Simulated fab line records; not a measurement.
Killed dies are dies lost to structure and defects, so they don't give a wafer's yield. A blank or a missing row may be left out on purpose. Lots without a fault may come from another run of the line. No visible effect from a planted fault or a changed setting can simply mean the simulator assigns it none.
Code-filled problem report in 8D (eight disciplines) form :: flow nand_harc :: the parts of the form that need people (team, actions taken, sign-off) are left out

== 1. WHAT IS WRONG ==
Mean of killed_at_other at NHARC_END_SORT_01: 64.0 across 2 wafers in 2 lots; on wafers with no fault it is 0.9 (standard deviation 1.3). Measured from the usual mean, that is +49 standard deviations.
Seen first at day 21 17:50 on prober-01, wafer L637.1. The record has a number at this step for 9 wafers belonging to 3 lots. By rule, "out" or "out of limits" means more than 4 standard deviations away from the usual mean. Any other wafer with a number is counted as sound.

== 2. WHAT IT IS AND WHAT IT IS NOT ==
question: which readings at this step
is: killed_at_other, defect_limited_yield, killed_dies, sort_bin_2_pct, sort_bin_3_pct, sort_n_pass, sort_yield_pct
is not: killed_at_array, killed_at_periphery, killed_open, killed_short

question: which lots
is: L637, L639
is not: L638

question: which wafers of those lots
is: L637.1, L639.2
is not: L637.3, L637.5, L639.3, L639.4

question: read on which gauges
is: prober-01, prober-02
is not: -

question: when
is: from day 21 17:50
is not: up to then (3 sound wafers); but 4 sound wafers of L637, L639 came after

== 3. SUSPECTS, AND WHAT RULES EACH OUT ==
Counting: if a tool at a process step up to the reading ran every lot that is out, it stays a suspect. Sound lots after the first of them don't rule it out here, since some wafers of a struck lot are sound.
- the gauge at NHARC_END_SORT_01 is ruled out. 2 gauges (prober-01, prober-02) read the wafers that are out.
- pecvd-04 at NHARC_THIN_TSV_DEP_43 (deposits SiO2, target thk 1328.5 nm): kept. It processed each lot that is out (first: L637, day 21 00:41); up to then, its last sound lot is L638 (day 20 05:05).
- In pecvd-04 at NHARC_THIN_TSV_DEP_43, the wafers that are out were processed in chamber 1 and their sound lot-mates in chambers 0, 2.
Remaining after the count: pecvd-04 at NHARC_THIN_TSV_DEP_43.

== 4. THE CAUSE (what the simulator had put in) ==
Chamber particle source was pecvd-04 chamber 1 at NHARC_THIN_TSV_DEP_43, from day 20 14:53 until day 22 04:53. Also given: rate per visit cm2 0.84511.
Only this tool survived the counting.

== 5. SEQUENCE OF EFFECTS, ordered by route ==
One row per reading whose mean, taken over the struck wafers that have a number, lies over 3 standard deviations from the usual. Readings are gone through only where the record gives a usual standard deviation; hours: the median, over the lots, of the time from a lot's start at the first step in this table giving one to that lot's start at this step; sigmas: the change measured in usual standard deviations.
hours: 0
step: NHARC_END_SORT_01
reading: defect_limited_yield
usual: 95.7 %
on struck wafers: 86.2
change: -9.5
sigmas: -6.8

hours: 0
step: NHARC_END_SORT_01
reading: killed_at_other
usual: 0.9
on struck wafers: 64.0
change: +63.1
sigmas: +49

hours: 0
step: NHARC_END_SORT_01
reading: killed_dies
usual: 29
on struck wafers: 93
change: +64
sigmas: +6.7

hours: 0
step: NHARC_END_SORT_01
reading: sort_bin_2_pct
usual: 1.3 %
on struck wafers: 5.1
change: +3.8
sigmas: +5.8

hours: 0
step: NHARC_END_SORT_01
reading: sort_bin_3_pct
usual: 0.25 %
on struck wafers: 3.47
change: +3.22
sigmas: +15

hours: 0
step: NHARC_END_SORT_01
reading: sort_n_pass
usual: 648
on struck wafers: 584
change: -64
sigmas: -6.7

hours: 0
step: NHARC_END_SORT_01
reading: sort_rim_yield_pct
usual: 94 %
on struck wafers: 82
change: -12
sigmas: -4.2

hours: 0
step: NHARC_END_SORT_01
reading: sort_yield_pct
usual: 95.7 %
on struck wafers: 86.2
change: -9.5
sigmas: -6.8

== 6. HOW IT WOULD HAVE BEEN CAUGHT EARLIER ==
27 hours passed between the start of the fault at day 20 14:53 and the first reading out of limits at a measuring or inspecting step in this record, taken at day 21 17:50.
No tool reading at NHARC_THIN_TSV_DEP_43 that has a usual standard deviation in the record was out on any struck wafer, so an alarm limit of 4 standard deviations on those readings would not have fired.
By day 21 17:50 the whole set of lots that are out, 2 in number, had already begun NHARC_THIN_TSV_DEP_43 on pecvd-04. A hold on the tool at that time would have spared none of them.
